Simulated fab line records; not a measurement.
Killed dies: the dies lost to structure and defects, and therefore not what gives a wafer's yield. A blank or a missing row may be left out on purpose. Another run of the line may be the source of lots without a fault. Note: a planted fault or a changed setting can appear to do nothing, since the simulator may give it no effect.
A lot that was struck, set against a sound lot | flow nand harc | 16 out of 1159 route steps
Sound: these wafers, L989.1, L989.3, L989.6. Struck: wafers L101.1, L101.4. The cause is given at the end.
Order at every step that has rows: each side's tool, ch and its chambers, its first start. Under that, the readings that differ: sound wafers | struck wafers | difference of the means | sigmas: that difference in standard deviations of wafers without a fault.
alike: words and numbers the same on both sides, and readings whose means are apart by under 2 such deviations; not compared: readings that were withheld, readings missing a value for some wafer, numbers with overlapping values and no deviation given by the record, and bounds like >300 which may hide the same value.
The two part at a step that has a row with sigmas, a row that says differs or no value, or rows on one side only. Numbers that have no deviation but don't overlap get no sigmas and don't part them. A reading that every wafer of one side lacks parts them only if that side has two wafers or more.

first, 1 step without rows for these wafers: NHARC_P_STI_HARDBAKE_13 (time 65 s).
NHARC_P_STI_DESCUM_14: chemistry O2, time 3 s.
  sound on rie diel-04 ch 2,3, day 2 09:23; struck on rie diel-07 ch 1,2, day 5 11:10
  alike: drypump motor current A, o2 flow sccm, oes product au, rf vpp V, showerhead plenum p Torr, throttle valve pct
  not compared: rf hours counter h
NHARC_P_STI_ETCH_42: etches the open film in N2/H2, target depth 80 nm, overetch 24 nm, time 61 s.
  sound on rie diel-04 ch 0,3, day 2 09:28; struck on rie diel-07 ch 0,1, day 5 11:16
  alike: drypump motor current A, oes product au, rf vpp V, showerhead plenum p Torr, throttle valve pct
  not compared: rf hours counter h
NHARC_P_STI_ETCH_31: etches the open film in CF4/CHF3, target depth 108.9 nm, time 54.5 s.
  sound: rie diel-04 ch 0,3; struck: rie diel-07 ch 1,2
  alike: cf4 flow sccm, chf3 flow sccm, drypump motor current A, oes product au, rf vpp V, showerhead plenum p Torr, throttle valve pct
  not compared: rf hours counter h
NHARC_P_STI_ETCH_15: etches the open film in HBr/Cl2, target depth 300 nm, time 100.1 s.
  sound on rie si-01 ch 0,1,2, day 2 09:40; struck on rie si-03 ch 0,2, day 5 11:27
  alike: drypump motor current A, oes product au, throttle valve pct
  not compared: rf hours counter h
NHARC_P_STI_CD_MEAS_16:
  sound on cd sem-01, day 2 09:49; struck on cd sem-02, day 5 11:37
  reading    | sound       | struck  | difference | sigmas
  cd nm (nm) | 203 207 201 | 195 193 | -10        | -3
NHARC_P_STI_OCD_MEAS_17:
  sound on ocd-02, day 2 09:54; struck on ocd-01, day 5 11:41
  reading                | sound       | struck  | difference | sigmas
  trench foot cd nm (nm) | 164 167 158 | 153 150 | -12        | -4
  alike: trench depth nm
then, 3 steps without rows for these wafers: NHARC_P_STI_STRIP_19 (strips in SPM, time 900 s); NHARC_P_STI_PRECLEAN_32 (cleans in SC1); NHARC_P_STI_SRD_23.
NHARC_P_STI_OCD_MEAS_43:
  sound on ocd-02, day 2 10:25; struck on ocd-02, day 5 12:13
  reading                | sound       | struck  | difference | sigmas
  trench foot cd nm (nm) | 165 167 158 | 153 150 | -12        | -4
  alike: trench depth nm
then, 1 step without rows for these wafers: NHARC_P_STI_OXIDE_33 (material SiO2, target thk 10 nm, ox time 281 s).
NHARC_P_STI_HDPCVD_20: deposits SiO2.
  sound on hdpcvd-01 ch 1, day 2 23:50; struck on hdpcvd-01 ch 0, day 6 04:00
then, 1 step without rows for these wafers: NHARC_P_STI_ANNEAL_34 (time 1800 s).
NHARC_P_STI_CMP_21: polishes, t overpolish 20 s, target thk 380.67 nm.
  sound on cmp-02 ch 2,3, day 3 08:18; struck on cmp-02 ch 0,2, day 6 16:57
  alike: motor current A, overpolish run s
-- the record jumps here: 16 days lie between the struck wafers' starts before and after (it left off in module P_STI and takes up again in module END, whose first step shown is number 1159 of the route) --
NHARC_END_SORT_01:
  sound on prober-01 ch 0, day 19 20:34; struck on prober-01 ch 0, day 23 01:55
  reading             | sound    | struck                                            | difference                   | sigmas
  hold                | - - -    | await dispo/3.2h/release await dispo/3.2h/release | no value on the sound wafers |
  killed at array     | 21 19 13 | 45 42                                             | +26                          | +3
  killed at periphery | 1 3 3    | 631 635                                           | +631                         | +99 or more
  killed dies         | 22 24 16 | 677 677                                           | +656                         | +66
  alike: killed at other, killed open, killed short

## WHERE THEY PART
At NHARC_P_STI_CD_MEAS_16 first; at NHARC_END_SORT_01 last (within this record only).

WHY: the cause the simulator had injected
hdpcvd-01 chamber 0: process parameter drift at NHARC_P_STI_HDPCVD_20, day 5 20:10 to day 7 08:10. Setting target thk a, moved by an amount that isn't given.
